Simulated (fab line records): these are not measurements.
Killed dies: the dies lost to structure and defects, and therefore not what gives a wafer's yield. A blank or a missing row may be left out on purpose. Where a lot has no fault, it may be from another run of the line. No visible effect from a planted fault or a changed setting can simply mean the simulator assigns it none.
Which tool is to blame? ; flow nand_harc ; Sampling: 13 lots, 38 wafers, 3 of 1302 route steps

== WHAT THE GAUGES SHOWED, per wafer ==
NHARC_A_BLC_CD_MEAS_10: target cd 100 nm. Usual: 100.2 nm for cd_nm, sd 0.75.
lot;measured;on;cd_nm (nm);flag
L547;day 23 19:57;cd_sem-03;99.5 100.2 100.4;
L550;day 25 04:57;cd_sem-03;99.6 100.0 100.4;
L552;day 25 19:23;cd_sem-01;100.1 99.3;
L554;day 26 11:00;cd_sem-03;101.1 101.3 100.9;
L558;day 28 08:07;cd_sem-02;99.3 98.9 100.2;
L559;day 28 16:39;cd_sem-01;101.6 101.6 102.2;
L560;day 29 11:20;cd_sem-03;101.6 100.4 102.1;
L562;day 29 16:45;cd_sem-03;100.1 100.5 99.7;
L563;day 30 12:52;cd_sem-03;100.2 99.7 100.2;
L565;day 30 18:27;cd_sem-03;100.5 100.1 99.0;
L564;day 30 19:54;cd_sem-03;99.9 99.9 100.7;
L566;day 30 22:27;cd_sem-03;100.7 100.0 100.5;
L567;day 31 11:46;cd_sem-02;101.3 100.8 100.2;

== WHAT TOOL EACH LOT RAN ON (gives the tool, then ch and the chambers of the sampled wafers, and finally the start) ==
lot;NHARC_A_CONTACT_CVD_19;NHARC_A_BLC_SOFTBAKE_05
L547;cvd_w-02 ch 0,1, day 23 19:00 or earlier;litho_track-04 ch 0, day 23 19:00
L550;cvd_w-02 ch 1, day 25 04:00 or earlier;litho_track-06 ch 0, day 25 04:00
L552;cvd_w-01 ch 1, day 25 19:00 or earlier;litho_track-06 ch 0, day 25 19:00
L554;cvd_w-01 ch 0,1, day 26 10:00 or earlier;litho_track-04 ch 0, day 26 10:00
L558;cvd_w-02 ch 0,1, day 28 07:00 or earlier;litho_track-01 ch 0, day 28 07:00
L559;cvd_w-01 ch 0,1, day 28 16:00 or earlier;litho_track-06 ch 0, day 28 16:00
L560;cvd_w-02 ch 0,1, day 29 10:00 or earlier;litho_track-06 ch 0, day 29 10:00
L562;cvd_w-01 ch 1, day 29 16:00 or earlier;litho_track-06 ch 0, day 29 16:00
L563;cvd_w-02 ch 0, day 30 12:00 or earlier;litho_track-01 ch 0, day 30 12:00
L565;cvd_w-01 ch 0, day 30 18:00 or earlier;litho_track-04 ch 0, day 30 18:00
L564;cvd_w-02 ch 0,1, day 30 19:00 or earlier;litho_track-01 ch 0, day 30 19:00
L566;cvd_w-02 ch 0,1, day 30 22:00 or earlier;litho_track-04 ch 0, day 30 22:00
L567;cvd_w-02 ch 0,1, day 31 11:00 or earlier;litho_track-06 ch 0, day 31 11:00
- NHARC_A_CONTACT_CVD_19: deposits W, target thk 300 nm, time 802 s.
- NHARC_A_BLC_SOFTBAKE_05: time 55 s.

== AS READ BY THE TOOLS THEMSELVES (means over the sampled wafers that have a number; for cases with no such wafer, the mark the record gives instead) ==
NHARC_A_CONTACT_CVD_19. Usual: heater_power_w 514 W, standard deviation 32; throttle_valve_pct 8.0 %, standard deviation 0.46.
lot;tool;heater_power_w (W);throttle_valve_pct (%);flag
L547;cvd_w-02;540;7.8;
L550;cvd_w-02;557;7.8;
L552;cvd_w-01;496;8.5;
L554;cvd_w-01;493;7.7;
L558;cvd_w-02;508;8.2;
L559;cvd_w-01;491;7.8;
L560;cvd_w-02;533;8.0;
L562;cvd_w-01;492;8.5;
L563;cvd_w-02;480;8.4;
L565;cvd_w-01;487;7.5;
L564;cvd_w-02;511;8.1;
L566;cvd_w-02;509;8.3;
L567;cvd_w-02;520;8.4;

NHARC_A_BLC_SOFTBAKE_05. Usual: chill_plate_temp_C 23.01 C, standard deviation 0.11; heater_power_total_W 188.45 W, standard deviation 0.14.
lot;tool;chill_plate_temp_C (C);heater_power_total_W (W);flag
L547;litho_track-04;22.97;188.49;
L550;litho_track-06;22.99;205.72;OFF
L552;litho_track-06;22.89;214.33;OFF
L554;litho_track-04;22.95;188.45;
L558;litho_track-01;22.95;188.44;
L559;litho_track-06;23.08;188.37;
L560;litho_track-06;23.01;188.34;
L562;litho_track-06;23.07;188.42;
L563;litho_track-01;22.86;188.45;
L565;litho_track-04;22.98;188.51;
L564;litho_track-01;22.99;188.45;
L566;litho_track-04;23.21;188.54;
L567;litho_track-06;22.99;188.46;

== THE ANSWER, worked out from the rows above alone ==
Rule: a lot is off if the mean of its wafers that have a number lies more than 3 standard deviations from the usual mean. Also off: a lot with no number at a reading for which 4 or more lots have one. Any other lot the step has rows for is counted as sound. After the gauges, taken in route order, come the tools' own readings; for these a lot's mean is taken, as printed above. The first step at which some lot is off is used, and at that step the reading that is off furthest; a lot without a number counts as furthest.
Off, at NHARC_A_BLC_SOFTBAKE_05 on heater_power_total_W: L550, L552.
A tool fits if, at that step or a process step before it, it ran every lot that is off, and no sound lot after the first of them. NHARC_A_CONTACT_CVD_19: start missing for some lots; hours and lot order therefore follow NHARC_A_BLC_SOFTBAKE_05. Of those tried, none fits.

== WHAT THE SIMULATOR HAD INSERTED ==
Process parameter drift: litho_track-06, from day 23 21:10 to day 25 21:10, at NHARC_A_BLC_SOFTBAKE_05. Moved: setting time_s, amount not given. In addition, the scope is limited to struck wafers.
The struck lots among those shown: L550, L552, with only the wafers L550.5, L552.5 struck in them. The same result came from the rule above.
